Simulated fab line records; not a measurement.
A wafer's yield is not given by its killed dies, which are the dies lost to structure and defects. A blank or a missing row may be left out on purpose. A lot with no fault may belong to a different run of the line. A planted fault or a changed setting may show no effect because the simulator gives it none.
fab line records + flow nand_harc + part 2 of 2: steps 5 to 6 of 6
[record]
- lots = 22
- wafers = 66
- last_day = 34
route steps=1302 shown A_STAIRCASE@716
lots that met no fault: taken from a fault-free run of the same line
start_h: hours from the record's opening day to when the first of the lot's shown wafers began + wait_h: how many hours have passed since the lot's step before this one + " as in the row above + L1.1+2: several wafers, shown together as one row + - either no value or no given start + * or withheld: withheld + < > ~ a bound
route shown NAME@n: NAME is a module with steps in the file, n the number in the route of the first one + usual: average and standard deviation across the fault-free wafers + same: alike in all rows + chamber/n: place in a boat + sites: the reading at each site + _std_site: how widely they spread, as a standard deviation + _edge_site: mean of outer sites minus mean of inner sites + radius_mm: how far each site lies from the wafer's centre + mask NAME#n: copy n + behind: tool/chamber where the wafer was last shaped + hold: the reason the lot was held/the length of the hold in hours/how it ended + device: transistor that didn't switch, given as n, p or np + end of line: tests run on the same wafers once the route is complete + for a step that has no rows: nothing shown but its recipe + killed: dies that structure and defects cost at the first sort, which is not the same as the wafer's yield + map: a wafer's dies, x killed, . not, _ none there
set.NAME: the setting the step ran with; set.NAME@STEP: the setting that earlier step ran with + model.NAME: the simulator's own value behind a step, which no gauge read
route steps across a sampled set of lots; one table per step, one row per wafer
services: the hour from which a tool's chamber was out of use, counted from the record's first day as start_h (under 0 if before that day), plus the number of hours and why
[[steps]]
[step NHARC_A_STAIRCASE_DESCUM_252]
[recipe]
- time_s = 3
- o2_flow_sccm = 200
- ar_flow_sccm = 0
- bias_power_w = 0
- chemistry = O2
[usual]
- drypump_motor_current_A = 5.6/0.45
- oes_product_au = 0.998/0.0093
- rf_vpp_V = 57.8/0.99
- showerhead_plenum_p_Torr = 1.88/0.083
- throttle_valve_pct = 11.310/0.0099
| lot.wafer | tool        | chamber | start_h | wait_h | drypump_motor_current_A | oes_product_au | rf_hours_counter_h | rf_vpp_V | showerhead_plenum_p_Torr | throttle_valve_pct |
|-----------|-------------|---------|---------|--------|-------------------------|----------------|--------------------|----------|--------------------------|--------------------|
| L076.4    | rie_diel-02 | 2       | 385.92  | -      | 5.0                     | 1.010          | 51                 | 59.3     | 1.91                     | 11.312             |
| L076.6    | "           | 1       | "       | "      | 6.2                     | 0.997          | -                  | 57.4     | 2.06                     | 11.315             |
| L076.5    | "           | 2       | "       | "      | 5.0                     | 0.994          | -                  | 58.9     | 1.91                     | 11.295             |
| L075.3    | rie_diel-02 | 0       | 386.24  | -      | 5.2                     | 0.991          | 52                 | 58.4     | 1.93                     | 11.311             |
| L075.6    | "           | 0       | "       | "      | 5.2                     | 0.997          | -                  | 59.0     | 1.93                     | 11.308             |
| L075.5    | "           | 1       | "       | "      | 6.2                     | 0.989          | -                  | 56.7     | 2.06                     | 11.316             |
| L077.3    | rie_diel-03 | 0       | 395.53  | -      | 6.1                     | 0.993          | 30                 | 57.9     | 1.92                     | 11.323             |
| L077.1    | "           | 1       | "       | "      | 5.8                     | 0.996          | 27                 | 57.6     | 1.76                     | 11.317             |
| L077.2    | "           | 2       | "       | "      | 5.5                     | 0.984          | 28                 | 57.4     | 1.91                     | 11.313             |
| L078.2    | rie_diel-02 | 0       | 416.01  | -      | 5.3                     | 1.005          | 2                  | 56.6     | 1.93                     | 11.306             |
| L078.1    | "           | 1       | "       | "      | 6.2                     | 1.001          | 2                  | 59.4     | 2.06                     | 11.325             |
| L078.4    | "           | 3       | "       | "      | 5.2                     | 1.011          | 2                  | 56.8     | 1.86                     | 11.306             |
| L079.2    | rie_diel-11 | 3       | 425.63  | -      | 5.8                     | 0.987          | 52                 | 57.3     | 1.82                     | 11.317             |
| L079.6    | "           | 2       | "       | "      | 5.3                     | 0.995          | -                  | 56.9     | 1.84                     | 11.303             |
| L079.5    | "           | 3       | "       | "      | 5.9                     | 0.991          | -                  | 59.0     | 1.82                     | 11.322             |
| L080.3    | rie_diel-11 | 1       | 447.11  | -      | 5.6                     | 1.011          | 2                  | 55.9     | 1.77                     | 11.307             |
| L080.4    | "           | 1       | "       | "      | 5.6                     | 1.012          | -                  | 57.1     | 1.77                     | 11.315             |
| L080.5    | "           | 2       | "       | "      | 5.3                     | 1.002          | -                  | 57.1     | 1.83                     | 11.306             |
| L081.1    | rie_diel-03 | 2       | 452.36  | -      | 5.5                     | 0.993          | 49                 | 57.8     | 1.90                     | 11.320             |
| L081.3    | "           | 0       | "       | "      | 6.1                     | 0.976          | 53                 | 57.8     | 1.92                     | 11.303             |
| L081.5    | "           | 2       | "       | "      | 5.5                     | 0.981          | -                  | 57.9     | 1.90                     | 11.313             |
| L084.2    | rie_diel-11 | 1       | 464.38  | -      | 5.6                     | 1.009          | 10                 | 56.9     | 1.77                     | 11.312             |
| L084.5    | "           | 2       | "       | "      | 5.3                     | 0.999          | -                  | 57.0     | 1.83                     | 11.316             |
| L084.6    | "           | 3       | "       | "      | 5.9                     | 1.018          | -                  | 56.4     | 1.82                     | 11.309             |
| L082.1    | rie_diel-02 | 1       | 464.62  | -      | 6.2                     | 0.995          | 19                 | 57.7     | 2.05                     | 11.304             |
| L082.4    | "           | 3       | "       | "      | 5.2                     | 0.988          | 17                 | 56.8     | 1.86                     | 11.314             |
| L082.5    | "           | 0       | "       | "      | 5.2                     | 0.991          | -                  | 57.6     | 1.93                     | 11.310             |
| L083.2    | rie_diel-03 | 2       | 471.25  | -      | 5.5                     | 1.000          | 0                  | 58.2     | 1.90                     | 11.309             |
| L083.4    | "           | 3       | "       | "      | 5.1                     | 1.003          | 1                  | 57.7     | 1.87                     | 11.331             |
| L083.3    | "           | 0       | "       | "      | 6.1                     | 0.986          | 1                  | 58.9     | 1.92                     | 11.298             |
| L086.2    | rie_diel-02 | 0       | 483.59  | -      | 5.2                     | 1.000          | 26                 | 58.8     | 1.93                     | 11.320             |
| L086.1    | "           | 2       | "       | "      | 5.0                     | 1.003          | 25                 | 57.0     | 1.90                     | 11.306             |
| L086.5    | "           | 0       | "       | "      | 5.2                     | 0.997          | -                  | 59.0     | 1.92                     | 11.304             |
| L087.4    | rie_diel-02 | 3       | 489.41  | -      | 5.2                     | 0.995          | 26                 | 58.8     | 1.86                     | 11.310             |
| L087.1    | "           | 0       | "       | "      | 5.2                     | 1.008          | 27                 | 58.0     | 1.92                     | 11.299             |
| L087.6    | "           | 3       | "       | "      | 5.2                     | 1.001          | -                  | 56.9     | 1.86                     | 11.298             |
| L085.4    | rie_diel-02 | 2       | 489.82  | -      | 5.0                     | 1.000          | 27                 | 57.4     | 1.90                     | 11.314             |
| L085.1    | "           | 0       | "       | "      | 5.2                     | 0.998          | 27                 | 59.7     | 1.92                     | 11.320             |
| L085.2    | "           | 1       | "       | "      | 6.2                     | 0.988          | 28                 | 59.1     | 2.05                     | 11.315             |
| L088.4    | rie_diel-03 | 1       | 524.74  | -      | 5.8                     | 0.991          | 23                 | 58.6     | 2.07                     | 11.291             |
| L088.5    | "           | 3       | "       | "      | 5.1                     | 1.000          | -                  | 58.6     | 1.86                     | 11.295             |
| L088.6    | "           | 0       | "       | "      | 6.0                     | 0.987          | -                  | 56.4     | 1.91                     | 11.303             |
| L091.1    | rie_diel-11 | 2       | 533.89  | -      | 5.3                     | 0.994          | 25                 | 57.5     | 1.83                     | 11.306             |
| L091.2    | "           | 3       | "       | "      | 5.8                     | 1.001          | 28                 | 58.4     | 1.81                     | 11.320             |
| L091.3    | "           | 1       | "       | "      | 5.6                     | 1.006          | 29                 | 57.7     | 1.77                     | 11.326             |
| L090.1    | rie_diel-02 | 1       | 538.69  | -      | 6.2                     | 0.988          | 45                 | 57.5     | 2.04                     | 11.309             |
| L090.2    | "           | 3       | "       | "      | 5.2                     | 1.008          | 48                 | 55.9     | 1.85                     | 11.315             |
| L090.6    | "           | 0       | "       | "      | 5.2                     | 1.006          | -                  | 58.0     | 1.92                     | 11.309             |
| L092.4    | rie_diel-11 | 1       | 544.86  | -      | 5.6                     | 1.018          | 35                 | 57.6     | 1.76                     | 11.309             |
| L092.1    | "           | 2       | "       | "      | 5.3                     | 1.011          | 30                 | 57.7     | 1.83                     | 11.309             |
| L092.5    | "           | 0       | "       | "      | 6.3                     | 1.002          | -                  | 58.2     | 1.86                     | 11.289             |
| L093.3    | rie_diel-02 | 2       | 566.67  | -      | 4.9                     | 0.998          | 52                 | 58.7     | 1.89                     | 11.311             |
| L093.4    | "           | 3       | "       | "      | 5.2                     | 1.004          | 55                 | 56.9     | 1.85                     | 11.304             |
| L093.2    | "           | 0       | "       | "      | 5.2                     | 0.996          | 56                 | 56.1     | 1.92                     | 11.300             |
| L094.3    | rie_diel-11 | 1       | 572.04  | -      | 5.6                     | 1.006          | 45                 | 58.6     | 1.76                     | 11.328             |
| L094.2    | "           | 0       | "       | "      | 6.3                     | 0.992          | 24                 | 56.2     | 1.86                     | 11.296             |
| L094.5    | "           | 0       | "       | "      | 6.3                     | 0.998          | -                  | 57.9     | 1.86                     | 11.305             |
| L096.2    | rie_diel-11 | 0       | 582.62  | -      | 6.3                     | 1.004          | 29                 | 56.9     | 1.86                     | 11.312             |
| L096.5    | "           | 2       | "       | "      | 5.3                     | 1.016          | -                  | 57.1     | 1.82                     | 11.314             |
| L096.4    | "           | 0       | "       | "      | 6.3                     | 0.988          | -                  | 59.9     | 1.86                     | 11.299             |
| L095.3    | rie_diel-11 | 0       | 582.90  | -      | 6.4                     | 1.002          | 29                 | 57.2     | 1.86                     | 11.305             |
| L095.1    | "           | 1       | "       | "      | 5.6                     | 1.018          | 50                 | 55.2     | 1.76                     | 11.309             |
| L095.6    | "           | 2       | "       | "      | 5.3                     | 1.003          | -                  | 58.6     | 1.82                     | 11.321             |
| L097.4    | rie_diel-02 | 1       | 595.30  | -      | 6.2                     | 0.978          | 6                  | 57.6     | 2.04                     | 11.303             |
| L097.1    | "           | 2       | "       | "      | 5.0                     | 0.993          | 8                  | 58.8     | 1.89                     | 11.305             |
| L097.3    | "           | 0       | "       | "      | 5.2                     | 0.996          | 6                  | 56.5     | 1.91                     | 11.295             |
[step NHARC_A_STAIRCASE_STRIP_274]
[recipe]
- o2_flow_sccm = 500
- ar_flow_sccm = 0
- bias_w = 0
- chemistry = O2
[usual]
- drypump_motor_current_A = 5.7/0.43
- oes_product_au = 0.998/0.0092
- rf_vpp_V = 57.6/0.94
- showerhead_plenum_p_Torr = 3.44/0.13
- throttle_valve_pct = 17.037/0.0087
| lot.wafer | tool        | chamber | start_h | wait_h | drypump_motor_current_A | oes_product_au | rf_hours_counter_h | rf_vpp_V | showerhead_plenum_p_Torr | throttle_valve_pct |
|-----------|-------------|---------|---------|--------|-------------------------|----------------|--------------------|----------|--------------------------|--------------------|
| L076.4    | rie_diel-03 | 2       | -       | -      | 5.5                     | 0.984          | 28                 | 57.6     | 3.52                     | 17.041             |
| L076.6    | "           | 3       | "       | "      | 5.1                     | 1.005          | -                  | 56.6     | 3.47                     | 17.042             |
| L076.5    | "           | 0       | "       | "      | 6.1                     | 0.987          | -                  | 57.8     | 3.55                     | 17.026             |
| L075.3    | rie_diel-11 | 3       | 394.81  | -      | 5.8                     | 0.992          | 43                 | 58.4     | 3.37                     | 17.047             |
| L075.5    | "           | 0       | "       | "      | 6.3                     | 0.998          | -                  | 56.9     | 3.45                     | 17.048             |
| L075.6    | "           | 1       | "       | "      | 5.6                     | 1.006          | -                  | 57.2     | 3.29                     | 17.040             |
| L077.1    | rie_diel-11 | 2       | -       | -      | 5.3                     | 1.009          | 54                 | 57.5     | 3.40                     | 17.034             |
| L077.2    | "           | 3       | "       | "      | 5.9                     | 0.988          | 50                 | 59.5     | 3.37                     | 17.036             |
| L077.3    | "           | 0       | "       | "      | 6.3                     | 0.991          | 46                 | 56.6     | 3.45                     | 17.027             |
| L078.1    | rie_diel-03 | 0       | -       | -      | 6.1                     | 0.999          | 40                 | 60.0     | 3.54                     | 17.042             |
| L078.4    | "           | 1       | "       | "      | 5.8                     | 0.987          | 36                 | 55.9     | 3.27                     | 17.061             |
| L078.2    | "           | 3       | "       | "      | 5.1                     | 1.006          | 38                 | 58.8     | 3.46                     | 17.033             |
| L079.2    | rie_diel-11 | 1       | -       | -      | 5.7                     | 0.999          | 56                 | 56.6     | 3.29                     | 17.048             |
| L079.6    | "           | 1       | "       | "      | 5.6                     | 1.005          | -                  | 57.6     | 3.29                     | 17.033             |
| L079.5    | "           | 2       | "       | "      | 5.3                     | 1.001          | -                  | 56.7     | 3.39                     | 17.031             |
| L080.4    | rie_diel-02 | 1       | -       | -      | 6.2                     | 0.995          | 12                 | 59.3     | 3.77                     | 17.036             |
| L080.3    | "           | 0       | "       | "      | 5.3                     | 1.005          | 12                 | 57.9     | 3.56                     | 17.041             |
| L080.5    | "           | 1       | "       | "      | 6.2                     | 0.989          | -                  | 58.3     | 3.77                     | 17.030             |
| L081.1    | rie_diel-11 | 3       | 459.71  | -      | 5.8                     | 1.010          | 8                  | 57.6     | 3.36                     | 17.030             |
| L081.3    | "           | 0       | "       | "      | 6.4                     | 1.002          | 1                  | 57.1     | 3.44                     | 17.041             |
| L081.5    | "           | 3       | "       | "      | 5.8                     | 1.009          | -                  | 57.1     | 3.36                     | 17.041             |
| L084.2    | rie_diel-02 | 1       | -       | -      | 6.2                     | 0.987          | 23                 | 58.7     | 3.76                     | 17.039             |
| L084.6    | "           | 0       | "       | "      | 5.2                     | 0.998          | -                  | 57.2     | 3.55                     | 17.035             |
| L084.5    | "           | 1       | "       | "      | 6.2                     | 0.993          | -                  | 59.3     | 3.76                     | 17.044             |
| L082.1    | rie_diel-02 | 1       | -       | -      | 6.2                     | 0.986          | 23                 | 57.8     | 3.76                     | 17.026             |
| L082.4    | "           | 3       | "       | "      | 5.2                     | 0.993          | 21                 | 58.4     | 3.43                     | 17.041             |
| L082.5    | "           | 2       | "       | "      | 4.9                     | 0.999          | -                  | 58.7     | 3.50                     | 17.028             |
| L083.3    | rie_diel-11 | 3       | -       | -      | 5.9                     | 1.005          | 14                 | 57.1     | 3.36                     | 17.050             |
| L083.2    | "           | 0       | "       | "      | 6.3                     | 0.994          | 8                  | 58.3     | 3.44                     | 17.035             |
| L083.4    | "           | 1       | "       | "      | 5.6                     | 1.011          | 14                 | 56.7     | 3.28                     | 17.032             |
| L086.1    | rie_diel-11 | 0       | -       | -      | 6.3                     | 0.998          | 13                 | 56.6     | 3.44                     | 17.046             |
| L086.2    | "           | 1       | "       | "      | 5.6                     | 1.008          | 19                 | 57.1     | 3.28                     | 17.033             |
| L086.5    | "           | 0       | "       | "      | 6.4                     | 0.991          | -                  | 58.7     | 3.44                     | 17.036             |
| L087.4    | rie_diel-02 | 0       | -       | -      | 5.3                     | 0.998          | 30                 | 57.9     | 3.55                     | 17.044             |
| L087.1    | "           | 2       | "       | "      | 4.9                     | 0.996          | 28                 | 57.8     | 3.50                     | 17.039             |
| L087.6    | "           | 0       | "       | "      | 5.2                     | 0.998          | -                  | 57.2     | 3.55                     | 17.035             |
| L085.1    | rie_diel-11 | 3       | -       | -      | 5.9                     | 1.006          | 19                 | 58.0     | 3.36                     | 17.033             |
| L085.4    | "           | 0       | "       | "      | 6.3                     | 0.994          | 15                 | 57.0     | 3.44                     | 17.027             |
| L085.2    | "           | 1       | "       | "      | 5.6                     | 1.011          | 21                 | 57.7     | 3.28                     | 17.041             |
| L088.5    | rie_diel-11 | 1       | -       | -      | 5.6                     | 1.016          | -                  | 58.1     | 3.27                     | 17.042             |
| L088.6    | "           | 2       | "       | "      | 5.3                     | 1.004          | -                  | 58.5     | 3.38                     | 17.038             |
| L088.4    | "           | 3       | "       | "      | 5.8                     | 1.018          | -                  | 55.2     | 3.35                     | 17.044             |
| L091.3    | rie_diel-02 | 0       | -       | -      | 5.2                     | 0.989          | 50                 | 58.1     | 3.54                     | 17.018             |
| L091.1    | "           | 2       | "       | "      | 5.0                     | 0.999          | 45                 | 57.3     | 3.49                     | 17.036             |
| L091.2    | "           | 3       | "       | "      | 5.3                     | 1.002          | 49                 | 57.6     | 3.42                     | 17.039             |
| L090.2    | rie_diel-11 | 1       | -       | -      | 5.6                     | 1.007          | 37                 | 57.1     | 3.27                     | 17.028             |
| L090.1    | "           | 2       | "       | "      | 5.3                     | 1.000          | 32                 | 56.2     | 3.38                     | 17.042             |
| L090.6    | "           | 0       | "       | "      | 6.3                     | 1.007          | -                  | 56.2     | 3.44                     | 17.049             |
| L092.1    | rie_diel-02 | 1       | -       | -      | 6.2                     | 0.979          | 49                 | 59.8     | 3.75                     | 17.050             |
| L092.4    | "           | 3       | "       | "      | 5.2                     | 0.992          | 52                 | 57.4     | 3.42                     | 17.040             |
| L092.5    | "           | 0       | "       | "      | 5.2                     | 0.992          | -                  | 58.8     | 3.53                     | 17.019             |
| L093.2    | rie_diel-03 | 3       | -       | -      | 5.1                     | 0.987          | 32                 | 57.3     | 3.44                     | 17.027             |
| L093.4    | "           | 0       | "       | "      | 6.1                     | 0.984          | 37                 | 58.1     | 3.51                     | 17.044             |
| L093.3    | "           | 1       | "       | "      | 5.8                     | 0.991          | 40                 | 57.7     | 3.78                     | 17.034             |
| L094.3    | rie_diel-11 | 1       | 578.22  | -      | 5.6                     | 1.007          | 48                 | 58.1     | 3.26                     | 17.044             |
| L094.2    | "           | 3       | "       | "      | 5.9                     | 1.006          | 43                 | 55.7     | 3.34                     | 17.035             |
| L094.5    | "           | 1       | "       | "      | 5.6                     | 1.010          | -                  | 57.0     | 3.26                     | 17.029             |
| L096.4    | rie_diel-11 | 3       | -       | -      | 5.8                     | 0.998          | 47                 | 57.5     | 3.34                     | 17.038             |
| L096.2    | "           | 0       | "       | "      | 6.3                     | 1.009          | 35                 | 57.8     | 3.43                     | 17.038             |
| L096.5    | "           | 3       | "       | "      | 5.9                     | 0.991          | -                  | 57.9     | 3.34                     | 17.034             |
| L095.1    | rie_diel-11 | 0       | -       | -      | 6.3                     | 0.998          | 35                 | 58.1     | 3.43                     | 17.045             |
| L095.3    | "           | 2       | "       | "      | 5.3                     | 0.997          | 51                 | 58.1     | 3.37                     | 17.027             |
| L095.6    | "           | 1       | "       | "      | 5.6                     | 1.011          | -                  | 59.6     | 3.26                     | 17.053             |
| L097.3    | rie_diel-11 | 0       | -       | -      | 6.4                     | 0.978          | 42                 | 56.7     | 3.42                     | 17.013             |
| L097.1    | "           | 2       | "       | "      | 5.3                     | 0.995          | 59                 | 58.1     | 3.36                     | 17.039             |
| L097.4    | "           | 0       | "       | "      | 6.3                     | 0.989          | -                  | 56.2     | 3.42                     | 17.023             |
[[services]]
| tool        | chamber | start_h | hours | kind   |
|-------------|---------|---------|-------|--------|
| rie_diel-02 | 2       | 361.41  | 9.9   | repair |
| rie_diel-11 | 0       | 363.24  | -     | clean  |
| rie_diel-11 | 1       | 363.24  | -     | clean  |
| rie_diel-11 | 2       | 363.24  | -     | clean  |
| rie_diel-11 | 3       | 363.24  | -     | clean  |
| rie_diel-11 | 0       | 387.74  | -     | clean  |
| rie_diel-11 | 1       | 387.74  | -     | clean  |
| rie_diel-11 | 2       | 387.74  | -     | clean  |
| rie_diel-11 | 3       | 387.74  | -     | clean  |
| rie_diel-02 | -       | 394.39  | 9.0   | pm     |
| rie_diel-11 | 0       | 412.29  | -     | clean  |
| rie_diel-11 | 1       | 412.29  | -     | clean  |
| rie_diel-11 | 2       | 412.29  | -     | clean  |
| rie_diel-11 | 3       | 417.39  | 4.8   | repair |
| rie_diel-11 | -       | 432.53  | 9.0   | pm     |
| rie_diel-03 | -       | 459.14  | 9.0   | pm     |
| rie_diel-03 | 0       | 489.02  | 4.1   | repair |
| rie_diel-02 | -       | 504.80  | 1.1   | repair |
| rie_diel-11 | -       | 507.07  | 1.6   | repair |
| rie_diel-03 | 3       | 547.96  | 7.7   | repair |
| rie_diel-11 | 3       | 571.25  | 4.8   | repair |
| rie_diel-02 | -       | 571.39  | 9.0   | pm     |
| rie_diel-11 | 3       | 579.37  | 5.2   | repair |
| rie_diel-03 | 1       | 604.28  | 7.1   | repair |
